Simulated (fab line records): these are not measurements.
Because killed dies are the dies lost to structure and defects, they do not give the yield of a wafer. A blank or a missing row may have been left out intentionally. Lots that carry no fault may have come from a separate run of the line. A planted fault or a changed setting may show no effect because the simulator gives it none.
Matching of chambers / flow n5-finfet / 3 sister chambers for N5_BEOL_M9_DEP_56 on pecvd-01
The step deposits SiCN from 3MS/NH3, target thk 15 nm, time 26.5 s. 6 wafers are shown with their chamber, then 7 later ones without.

== WAFERS PAIRED WITH THEIR CHAMBERS ==
wafer=L512.5; chamber=0; throttle-valve-pct (%)=9.6; showerhead-plenum-p-Torr (Torr)=3.656
wafer=L515.3; chamber=2; throttle-valve-pct (%)=8.9; showerhead-plenum-p-Torr (Torr)=3.674
wafer=L515.5; chamber=1; throttle-valve-pct (%)=8.6; showerhead-plenum-p-Torr (Torr)=3.654
wafer=L515.6; chamber=2; throttle-valve-pct (%)=8.8; showerhead-plenum-p-Torr (Torr)=3.679
wafer=L529.2; chamber=0; throttle-valve-pct (%)=9.9; showerhead-plenum-p-Torr (Torr)=3.655
wafer=L529.5; chamber=1; throttle-valve-pct (%)=8.7; showerhead-plenum-p-Torr (Torr)=3.654

== WAFERS WITHOUT THEIR CHAMBER ==
wafer=L529.6; throttle-valve-pct (%)=10.1; showerhead-plenum-p-Torr (Torr)=3.662
wafer=L530.1; throttle-valve-pct (%)=8.5; showerhead-plenum-p-Torr (Torr)=3.652
wafer=L530.2; throttle-valve-pct (%)=9.8; showerhead-plenum-p-Torr (Torr)=3.667
wafer=L530.3; throttle-valve-pct (%)=8.7; showerhead-plenum-p-Torr (Torr)=3.674
wafer=L531.1; throttle-valve-pct (%)=9.1; showerhead-plenum-p-Torr (Torr)=3.679
wafer=L531.2; throttle-valve-pct (%)=8.9; showerhead-plenum-p-Torr (Torr)=3.653
wafer=L531.4; throttle-valve-pct (%)=9.7; showerhead-plenum-p-Torr (Torr)=3.648

== EACH ONE'S CHAMBER ==
wafer=L529.6; from the rows above=0; in truth=0
wafer=L530.1; from the rows above=1; in truth=1
wafer=L530.2; from the rows above=0; in truth=0
wafer=L530.3; from the rows above=2; in truth=2
wafer=L531.1; from the rows above=2; in truth=2
wafer=L531.2; from the rows above=1; in truth=1
wafer=L531.4; from the rows above=0; in truth=0
Placed correctly: 7 of 7. Number that these rows cannot place: 0. Wrongly placed: 0.
How it was worked out, from the rows above alone: a wafer's distance from a chamber is the root of the sum, over the readings, of the square of ((its reading less the chamber's mean) divided by the reading's scatter). If the next closest chamber is less than 2 further off than the closest, the wafer can't be placed; otherwise it belongs to the closest. For every chamber, the mean is computed from those of its wafers that are shown. The scatter is the square root of a quotient: the sum, over the shown wafers, of each reading's squared deviation from its chamber's mean, divided by wafers minus chambers.
